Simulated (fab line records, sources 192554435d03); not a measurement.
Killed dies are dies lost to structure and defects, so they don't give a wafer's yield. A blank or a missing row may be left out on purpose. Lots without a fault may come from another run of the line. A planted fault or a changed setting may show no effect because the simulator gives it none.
fab line records | flow n5_finfet | part 1 of 2: steps 1 to 4 of 7
record lots=15 wafers=45 last_day=17
route steps=1938 shown BEOL_M4@1037
lots that met no fault: from a run of the same line without faults
start_h: hours from the record's first day to the start of the lot's first wafer shown | wait_h: hours since the lot's step before | " the same as in the row above | L1.1+2: a row that stands for several wafers | - no value, or no start given | * or withheld: withheld | < > ~ a bound
route shown NAME@n: a module of which the file shows steps, and the number in the route of the first | usual: mean/standard deviation of fault-free wafers | same: alike in all rows | chamber/n: place in a boat | sites: the reading at each site | _std_site: their standard deviation | _edge_site: outer sites' mean less inner sites' | radius_mm: how far each site lies from the wafer's centre | mask NAME#n: copy n | behind: the tool/chamber that last shaped the wafer | hold: why the lot was held/for how many hours/how that ended | device: the transistor (n, p or np) that didn't switch | end of line: the same wafers' tests at the end of the route | a step without rows: its recipe alone | killed: dies lost to structure and defects at the first sort, not the wafer's yield | map: a wafer's dies, x killed, . not, _ none there
set.NAME: the setting as run; set.NAME@STEP: as run at that earlier step | model.NAME: the simulator's own value behind a step, which no gauge read
steps of the route over a sample of lots; a table a step, a row a wafer
services: from which hour (start_h, from the record's first day; less than 0 if before it) a tool's chamber was out of use, for how many hours, and why
## steps
# step N5_BEOL_M4_DESCUM_16
# recipe chemistry=O2 time_s=7 source_power_w=50 bias_power_w=20 pressure_mtorr=20 rf_frequency_hz=2.712e+07 temp_c=40 resist=CAR-EUV o2_flow_sccm=225
# usual drypump_motor_current_A=5.6/0.55 oes_product_au=0.78/0.085 rf_vpp_V=242.6/1.6 showerhead_plenum_p_Torr=2.07/0.075 throttle_valve_pct=20.53/0.2
# columns lot.wafer tool chamber start_h wait_h drypump_motor_current_A oes_product_au rf_hours_counter_h rf_vpp_V showerhead_plenum_p_Torr throttle_valve_pct
L577.1 rie_diel-05 2 147.80 0.0 6.5 0.81 117 241.3 2.10 20.33
L577.2 " 0 " " 5.7 0.75 170 242.7 2.09 20.79
L577.4 " 3 " " 5.4 0.76 156 242.7 2.10 20.48
L579.2 rie_diel-04 2 173.20 0.0 4.9 0.71 200 243.5 2.17 20.52
L579.3 " 3 " " 4.9 0.72 158 241.6 2.01 20.72
L579.5 " 2 " " 4.8 0.71 - 243.0 2.17 20.53
L580.2 rie_diel-04 1 188.42 0.0 5.8 0.87 47 243.9 2.12 20.62
L580.5 " 2 " " 4.9 0.70 - 244.4 2.16 20.53
L580.6 " 3 " " 4.9 0.72 - 241.8 2.01 20.71
L584.1 rie_diel-05 3 192.64 0.1 5.4 0.75 170 243.4 2.09 20.50
L584.5 " 1 " " 6.1 0.73 - 240.8 1.97 20.63
L584.6 " 2 " " 6.5 0.80 - 240.5 2.10 20.34
L583.3 rie_diel-06 1 192.83 0.2 5.6 0.73 188 238.5 1.92 20.76
L583.4 " 3 " " 5.1 0.91 18 242.9 2.06 20.32
L583.5 " 3 " " 5.1 0.91 - 242.9 2.06 20.31
L581.1 rie_diel-04 1 195.34 0.0 5.8 0.85 50 242.8 2.12 20.62
L581.5 " 2 " " 4.9 0.70 - 243.9 2.16 20.53
L581.6 " 1 " " 5.8 0.85 - 243.5 2.12 20.64
L582.1 rie_diel-05 3 196.84 0.2 5.4 0.75 172 244.1 2.09 20.53
L582.3 " 1 " " 6.1 0.72 205 240.6 1.97 20.64
L582.4 " 0 " " 5.7 0.73 189 242.2 2.08 20.82
L585.3 rie_diel-06 3 197.10 0.1 5.1 0.91 19 242.5 2.06 20.32
L585.4 " 2 " " 5.6 0.90 29 243.7 2.14 20.24
L585.6 " 1 " " 5.6 0.73 - 239.8 1.92 20.77
L590.4 rie_diel-06 2 238.10 0.0 5.6 0.88 42 244.0 2.14 20.27
L590.5 " 3 " " 5.1 0.89 - 243.1 2.05 20.34
L590.6 " 2 " " 5.6 0.88 - 244.3 2.14 20.28
L592.1 rie_diel-06 0 248.58 0.0 6.5 0.97 9 242.9 2.05 20.20
L592.3 " 3 " " 5.1 0.88 35 242.2 2.05 20.34
L592.4 " 0 " " 6.5 0.97 - 244.1 2.05 20.18
L593.1 rie_diel-06 0 252.61 0.0 6.4 0.96 12 241.4 2.05 20.18
L593.4 " 1 " " 5.6 0.71 - 238.8 1.92 20.80
L593.6 " 0 " " 6.4 0.96 - 242.1 2.05 20.17
L594.2 rie_diel-04 2 253.79 0.1 4.9 0.69 232 243.4 2.15 20.58
L594.3 " 1 " " 5.8 0.82 74 243.2 2.11 20.66
L594.5 " 3 " " 4.9 0.72 - 241.8 2.00 20.75
L598.1 rie_diel-06 2 296.06 0.0 5.6 0.85 60 244.7 2.13 20.31
L598.3 " 0 " " 6.4 0.94 26 242.3 2.05 20.20
L598.4 " 3 " " 5.1 0.85 53 241.9 2.05 20.38
L599.1 rie_diel-04 0 297.60 0.0 6.0 0.71 175 244.5 2.17 20.56
L599.3 " 3 " " 4.9 0.70 199 242.9 1.99 20.79
L599.5 " 0 " " 6.0 0.72 - 244.0 2.17 20.56
L600.3 rie_diel-04 2 304.13 0.2 4.9 0.67 248 243.3 2.15 20.61
L600.4 " 0 " " 6.1 0.72 177 243.0 2.17 20.58
L600.6 " 1 " " 5.8 0.81 - 244.2 2.11 20.68
# step N5_BEOL_M4_ETCH_74
# recipe chemistry=N2/H2 target=underlayer target_depth_a=65 mask_material=CAR-EUV time_s=5.2 ion_energy_ev=200 pressure_mtorr=30 source_w=840 bias_w=150 n2_flow_sccm=200 h2_flow_sccm=200 ends=cleared
# usual bias_w=150.0/0.4 chamber_pressure_mTorr=30.00/0.039 drypump_motor_current_A=5.6/0.55 etch_rf_on_time_s=5.13/0.14 oes_product_au=0.67/0.072 rf_vpp_V=522.9/2.9 showerhead_plenum_p_Torr=2.51/0.095 throttle_valve_pct=17.94/0.22
# columns lot.wafer tool chamber start_h wait_h bias_w chamber_pressure_mTorr drypump_motor_current_A etch_rf_on_time_s oes_product_au rf_hours_counter_h rf_vpp_V showerhead_plenum_p_Torr throttle_valve_pct
L577.1 rie_diel-05 2 147.84 0.0 149.6 29.96 6.5 5.12 0.69 117 524.1 2.56 17.76
L577.2 " 0 " " 150.0 29.98 5.8 5.26 0.63 170 524.7 2.54 18.26
L577.4 " 3 " " 150.7 30.02 5.4 4.86 0.68 156 525.2 2.52 17.68
L579.2 rie_diel-04 2 173.24 0.0 150.1 30.03 4.9 5.42 0.60 200 526.3 2.63 17.89
L579.3 " 3 " " 150.8 30.06 4.9 5.08 0.62 158 520.5 2.44 18.13
L579.5 " 2 " " 149.6 29.99 4.8 5.44 0.59 - 526.1 2.63 17.88
L580.2 rie_diel-04 1 188.45 0.0 150.3 30.04 5.8 5.14 0.73 47 524.2 2.58 18.04
L580.5 " 2 " " 150.2 29.96 4.9 5.39 0.59 - 525.5 2.62 17.90
L580.6 " 3 " " 150.1 29.97 4.9 5.10 0.62 - 520.4 2.44 18.15
L584.1 rie_diel-05 3 192.67 0.0 150.0 29.91 5.4 4.93 0.66 170 524.1 2.51 17.71
L584.5 " 1 " " 150.2 30.00 6.1 5.05 0.63 - 522.1 2.41 18.09
L584.6 " 2 " " 150.1 29.97 6.5 5.09 0.69 - 523.9 2.56 17.80
L583.3 rie_diel-06 1 192.86 0.0 150.7 30.02 5.6 5.11 0.63 188 519.9 2.31 17.96
L583.4 " 3 " " 150.2 29.99 5.1 5.02 0.77 18 521.3 2.49 17.71
L583.5 " 3 " " 150.7 29.98 5.1 5.04 0.78 - 522.3 2.49 17.74
L581.1 rie_diel-04 1 195.39 0.0 150.6 30.08 5.8 5.15 0.73 50 525.9 2.58 18.06
L581.5 " 2 " " 150.5 29.98 4.9 5.40 0.59 - 524.6 2.62 17.91
L581.6 " 1 " " 149.9 30.06 5.8 5.12 0.73 - 526.8 2.58 18.07
L582.1 rie_diel-05 3 196.88 0.0 149.8 30.04 5.4 4.92 0.65 172 523.0 2.51 17.69
L582.3 " 1 " " 150.1 30.05 6.1 4.98 0.63 205 520.3 2.41 18.13
L582.4 " 0 " " 149.9 29.97 5.7 5.24 0.62 189 524.2 2.53 18.28
L585.3 rie_diel-06 3 197.13 0.0 149.5 30.02 5.1 5.04 0.79 19 521.4 2.49 17.75
L585.4 " 2 " " 150.5 29.94 5.6 5.02 0.77 29 526.5 2.57 17.49
L585.6 " 1 " " 150.1 29.96 5.6 5.16 0.63 - 516.5 2.31 17.92
L590.4 rie_diel-06 2 238.13 0.0 149.6 30.05 5.6 4.98 0.77 42 527.9 2.57 17.51
L590.5 " 3 " " 150.2 29.99 5.1 4.99 0.76 - 522.8 2.49 17.74
L590.6 " 2 " " 150.0 29.98 5.6 4.94 0.76 - 525.5 2.57 17.50
L592.1 rie_diel-06 0 248.61 0.0 150.1 30.03 6.4 5.27 0.81 9 519.3 2.51 17.79
L592.3 " 3 " " 149.5 29.93 5.1 5.09 0.75 35 522.5 2.48 17.74
L592.4 " 0 " " 150.0 29.98 6.4 5.20 0.81 - 524.6 2.51 17.82
L593.1 rie_diel-06 0 252.64 0.0 149.8 30.00 6.5 5.19 0.81 12 522.2 2.51 17.83
L593.4 " 1 " " 149.9 30.00 5.6 5.10 0.62 - 516.5 2.30 17.98
L593.6 " 0 " " 150.4 30.00 6.4 5.14 0.80 - 525.1 2.51 17.83
L594.2 rie_diel-04 2 253.82 0.0 149.7 29.98 4.9 5.42 0.59 232 526.0 2.61 17.95
L594.3 " 1 " " 150.1 30.03 5.8 5.10 0.72 74 526.8 2.57 18.12
L594.5 " 3 " " 150.3 30.05 4.8 5.13 0.61 - 520.8 2.43 18.16
L598.1 rie_diel-06 2 296.10 0.0 150.0 29.95 5.6 5.01 0.74 60 523.2 2.56 17.54
L598.3 " 0 " " 149.8 30.05 6.4 5.15 0.77 26 521.5 2.50 17.84
L598.4 " 3 " " 149.5 30.03 5.1 4.96 0.74 53 521.2 2.48 17.78
L599.1 rie_diel-04 0 297.63 0.0 150.3 29.98 6.0 5.18 0.61 175 527.0 2.65 18.19
L599.3 " 3 " " 148.9 29.96 4.9 5.11 0.60 199 519.5 2.42 18.20
L599.5 " 0 " " 149.8 29.94 6.0 5.20 0.61 - 527.6 2.65 18.20
L600.3 rie_diel-04 2 304.16 0.0 149.8 29.99 4.9 5.52 0.57 248 526.5 2.61 17.98
L600.4 " 0 " " 149.9 29.98 6.0 5.21 0.61 177 527.2 2.65 18.22
L600.6 " 1 " " 150.3 29.96 5.8 5.17 0.69 - 524.3 2.56 18.15
# step N5_BEOL_M4_ETCH_63
# recipe chemistry=CF4 target=SiARC target_depth_a=156 mask_material=CAR-EUV time_s=26 ion_energy_ev=80 pressure_mtorr=40 source_w=545 bias_w=36 Ar_flow_sccm=100 cf4_flow_sccm=100 ends=cleared
# usual bias_w=36.01/0.11 cf4_flow_sccm=100.0/0.32 drypump_motor_current_A=5.6/0.55 etch_rf_on_time_s=25.7/0.77 oes_product_au=0.67/0.074 rf_vpp_V=183.7/1.3 showerhead_plenum_p_Torr=2.11/0.075 throttle_valve_pct=15.68/0.22
# columns lot.wafer tool chamber start_h wait_h bias_w cf4_flow_sccm drypump_motor_current_A etch_rf_on_time_s oes_product_au rf_hours_counter_h rf_vpp_V showerhead_plenum_p_Torr throttle_valve_pct
L577.1 rie_diel-05 2 147.85 0.0 36.02 100.5 6.5 25.6 0.68 117 184.7 2.14 15.48
L577.2 " 0 " " 36.08 99.9 5.7 26.2 0.63 170 184.3 2.12 15.88
L577.4 " 3 " " 35.92 99.8 5.4 24.9 0.67 156 183.7 2.13 15.58
L579.2 rie_diel-04 2 173.25 0.0 35.90 99.7 4.9 27.4 0.60 200 183.4 2.21 15.71
L579.3 " 3 " " 36.22 99.9 4.9 25.4 0.63 158 183.5 2.05 15.83
L579.5 " 2 " " 36.03 100.2 4.9 27.4 0.60 - 185.3 2.21 15.70
L580.2 rie_diel-04 1 188.47 0.0 35.97 100.0 5.8 25.9 0.74 47 185.4 2.18 15.76
L580.5 " 2 " " 36.01 100.1 4.8 27.4 0.59 - 184.6 2.21 15.72
L580.6 " 3 " " 35.80 99.5 4.9 25.7 0.62 - 184.8 2.05 15.83
L584.1 rie_diel-05 3 192.69 0.0 35.88 100.2 5.4 24.9 0.65 170 184.5 2.12 15.61
L584.5 " 1 " " 35.87 99.9 6.1 24.8 0.63 - 183.1 2.03 15.95
L584.6 " 2 " " 36.00 100.6 6.5 25.9 0.67 - 184.8 2.14 15.53
L583.3 rie_diel-06 1 192.88 0.0 35.93 99.7 5.6 25.7 0.63 188 180.8 1.97 15.82
L583.4 " 3 " " 36.10 99.7 5.1 25.3 0.78 18 184.2 2.10 15.37
L583.5 " 3 " " 36.08 99.6 5.1 25.5 0.79 - 183.4 2.10 15.36
L581.1 rie_diel-04 1 195.42 0.0 35.95 99.9 5.8 25.7 0.74 50 186.5 2.18 15.78
L581.5 " 2 " " 36.17 100.4 4.8 27.1 0.59 - 185.0 2.21 15.74
L581.6 " 1 " " 36.07 99.9 5.8 25.9 0.73 - 184.2 2.18 15.79
L582.1 rie_diel-05 3 196.89 0.0 36.07 100.5 5.4 24.6 0.65 172 183.3 2.12 15.61
L582.3 " 1 " " 35.71 99.9 6.2 24.3 0.64 205 181.9 2.03 15.95
L582.4 " 0 " " 35.92 100.3 5.7 26.1 0.62 189 183.3 2.11 15.91
L585.3 rie_diel-06 3 197.15 0.0 35.84 99.8 5.1 25.1 0.78 19 183.8 2.10 15.36
L585.4 " 2 " " 35.83 99.4 5.6 24.6 0.78 29 184.4 2.18 15.34
L585.6 " 1 " " 35.83 100.4 5.6 25.7 0.62 - 180.9 1.97 15.85
L590.4 rie_diel-06 2 238.15 0.0 36.14 99.5 5.6 24.8 0.75 42 186.5 2.17 15.39
L590.5 " 3 " " 36.00 100.0 5.1 25.1 0.76 - 183.8 2.09 15.38
L590.6 " 2 " " 35.94 100.0 5.6 25.0 0.75 - 185.4 2.17 15.38
L592.1 rie_diel-06 0 248.63 0.0 36.14 99.5 6.4 25.9 0.82 9 184.5 2.10 15.28
L592.3 " 3 " " 36.18 100.4 5.1 25.3 0.75 35 182.4 2.09 15.39
L592.4 " 0 " " 36.07 100.2 6.5 26.0 0.83 - 184.1 2.10 15.28
L593.1 rie_diel-06 0 252.66 0.0 36.10 99.7 6.4 25.7 0.82 12 183.1 2.10 15.27
L593.4 " 1 " " 36.06 100.4 5.6 25.6 0.62 - 181.8 1.96 15.87
L593.6 " 0 " " 35.88 99.8 6.4 26.0 0.81 - 183.8 2.10 15.27
L594.2 rie_diel-04 2 253.84 0.0 35.95 100.2 4.9 27.6 0.58 232 183.4 2.20 15.77
L594.3 " 1 " " 35.71 100.1 5.8 25.7 0.71 74 185.3 2.17 15.84
L594.5 " 3 " " 36.16 99.9 4.9 25.7 0.61 - 183.4 2.05 15.89
L598.1 rie_diel-06 2 296.11 0.0 35.99 99.6 5.6 25.2 0.73 60 185.3 2.16 15.41
L598.3 " 0 " " 36.08 100.6 6.4 26.2 0.78 26 182.3 2.10 15.32
L598.4 " 3 " " 36.32 100.3 5.1 25.6 0.72 53 182.7 2.08 15.44
L599.1 rie_diel-04 0 297.65 0.0 36.13 100.2 6.0 26.0 0.62 175 184.3 2.22 15.82
L599.3 " 3 " " 35.99 99.9 4.9 25.5 0.59 199 181.2 2.04 15.90
L599.5 " 0 " " 36.08 100.2 6.0 25.8 0.61 - 185.3 2.22 15.83
L600.3 rie_diel-04 2 304.18 0.0 36.00 99.6 4.8 27.7 0.57 248 184.8 2.19 15.80
L600.4 " 0 " " 36.03 100.0 6.0 26.0 0.61 177 183.8 2.22 15.83
L600.6 " 1 " " 35.95 99.8 5.8 25.8 0.69 - 183.6 2.17 15.86
# step N5_BEOL_M4_ETCH_64
# recipe chemistry=N2/H2 target=SOC target_depth_a=750 overetch_a=225 mask_material=SiARC temp_c=40 time_s=121.9 ion_energy_ev=200 pressure_mtorr=30 source_w=840 bias_w=150 n2_flow_sccm=200 h2_flow_sccm=200
# usual bias_w=150.0/0.44 chamber_pressure_mTorr=29.996/0.028 drypump_motor_current_A=5.6/0.55 oes_product_au=0.59/0.061 rf_vpp_V=523.0/2.7 showerhead_plenum_p_Torr=2.51/0.095 throttle_valve_pct=17.89/0.22
# columns lot.wafer tool chamber start_h wait_h bias_w chamber_pressure_mTorr drypump_motor_current_A oes_product_au rf_hours_counter_h rf_vpp_V showerhead_plenum_p_Torr throttle_valve_pct
L577.1 rie_diel-05 2 147.88 0.0 150.0 29.987 6.5 0.61 117 523.5 2.56 17.72
L577.2 " 0 " " 149.4 29.977 5.7 0.57 170 523.4 2.54 18.22
L577.4 " 3 " " 149.9 30.003 5.4 0.58 156 524.5 2.52 17.65
L579.2 rie_diel-04 2 173.28 0.0 150.0 29.997 4.9 0.55 200 525.7 2.63 17.86
L579.3 " 3 " " 150.1 29.993 4.9 0.55 158 519.6 2.44 18.09
L579.5 " 2 " " 150.5 29.969 4.9 0.54 - 525.9 2.63 17.85
L580.2 rie_diel-04 1 188.50 0.0 149.7 29.988 5.8 0.66 47 525.1 2.58 18.02
L580.5 " 2 " " 149.9 29.935 4.9 0.54 - 526.4 2.62 17.86
L580.6 " 3 " " 150.9 30.001 4.9 0.55 - 520.6 2.44 18.09
L584.1 rie_diel-05 3 192.72 0.0 149.0 29.971 5.4 0.56 170 522.8 2.51 17.68
L584.5 " 1 " " 149.9 29.991 6.1 0.55 - 520.2 2.41 18.07
L584.6 " 2 " " 149.6 29.986 6.5 0.60 - 524.3 2.56 17.75
L583.3 rie_diel-06 1 192.91 0.0 149.9 29.969 5.6 0.55 188 518.4 2.31 17.90
L583.4 " 3 " " 148.8 30.053 5.1 0.68 18 522.3 2.49 17.65
L583.5 " 3 " " 150.0 29.978 5.1 0.68 - 522.8 2.49 17.68
L581.1 rie_diel-04 1 195.46 0.0 - - - - - - - -
L581.5 " 2 " " - - - - - - - -
L581.6 " 1 " " - - - - - - - -
L582.1 rie_diel-05 3 196.92 0.0 - - - - - - - -
L582.3 " 1 " " - - - - - - - -
L582.4 " 0 " " - - - - - - - -
L585.3 rie_diel-06 3 197.17 0.0 - - - - - - - -
L585.4 " 2 " " - - - - - - - -
L585.6 " 1 " " - - - - - - - -
L590.4 rie_diel-06 2 238.18 0.0 149.0 29.958 5.6 0.66 42 525.7 2.57 17.46
L590.5 " 3 " " 149.9 30.005 5.1 0.67 - 522.6 2.49 17.71
L590.6 " 2 " " 149.1 29.997 5.6 0.65 - 523.5 2.57 17.46
L592.1 rie_diel-06 0 248.66 0.0 150.1 29.938 6.5 0.73 9 521.8 2.51 17.76
L592.3 " 3 " " 149.7 30.041 5.1 0.65 35 523.2 2.48 17.70
L592.4 " 0 " " 150.9 30.000 6.5 0.72 - 524.2 2.51 17.78
L593.1 rie_diel-06 0 252.69 0.0 150.4 30.001 6.4 0.72 12 524.2 2.51 17.76
L593.4 " 1 " " 150.3 30.002 5.6 0.54 - 518.5 2.30 17.93
L593.6 " 0 " " 150.9 30.001 6.4 0.72 - 522.4 2.51 17.77
L594.2 rie_diel-04 2 253.87 0.0 149.7 30.032 4.8 0.53 232 524.9 2.61 17.90
L594.3 " 1 " " 150.3 30.041 5.8 0.63 74 524.3 2.57 18.07
L594.5 " 3 " " 150.1 30.055 4.9 0.54 - 520.9 2.43 18.13
L598.1 rie_diel-06 2 296.14 0.0 150.1 30.000 5.6 0.64 60 523.2 2.56 17.48
L598.3 " 0 " " 150.4 30.039 6.4 0.71 26 522.1 2.50 17.81
L598.4 " 3 " " 149.6 29.994 5.1 0.64 53 521.3 2.48 17.73
L599.1 rie_diel-04 0 297.68 0.0 149.9 30.037 6.1 0.55 175 527.8 2.65 18.16
L599.3 " 3 " " 149.8 30.010 4.9 0.53 199 519.0 2.42 18.15
L599.5 " 0 " " 150.1 30.019 6.1 0.54 - 526.1 2.65 18.18
L600.3 rie_diel-04 2 304.20 0.0 150.0 30.010 4.9 0.52 248 524.9 2.61 17.93
L600.4 " 0 " " 149.9 29.954 6.0 0.55 177 527.4 2.65 18.17
L600.6 " 1 " " 149.9 30.029 5.8 0.62 - 524.8 2.56 18.10
## key
first_sign step=N5_BEOL_M4_ETCH_64 reading=tool_record direction=missing
effect step=N5_BEOL_M4_HM_OPEN_17 reading=oes_product_au direction=down sigmas=7.8 usual=0.70 struck=0.31
effect step=N5_BEOL_M4_CD_MEAS_18 reading=cd_nm direction=missing
met_at N5_BEOL_M4_ETCH_64
struck_lots L581,L582,L585
later_rows_left_out L581.1,L581.5,L581.6,L582.1,L582.3,L582.4,L585.3,L585.4,L585.6
sort_left_out L581.1,L581.5,L581.6,L582.1,L582.3,L582.4,L585.3,L585.4,L585.6
not_acting_at N5_BEOL_M4_DESCUM_16,N5_BEOL_M4_ETCH_74,N5_BEOL_M4_ETCH_63
onset_between 192.91 195.46
fault kind=skipped_step_whole tool=rie_diel-04,rie_diel-05,rie_diel-06 chamber=- onset_h=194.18 steps=N5_BEOL_M4_ETCH_64 scope=struck_lots_only
# sort_left_out: the simulated sort isn't trusted on such a fault, so these wafers' sort isn't shown, and their yield isn't known
# later_rows_left_out: the simulator's readings of these wafers behind a module that went badly wrong aren't trusted and aren't shown, but for the sort
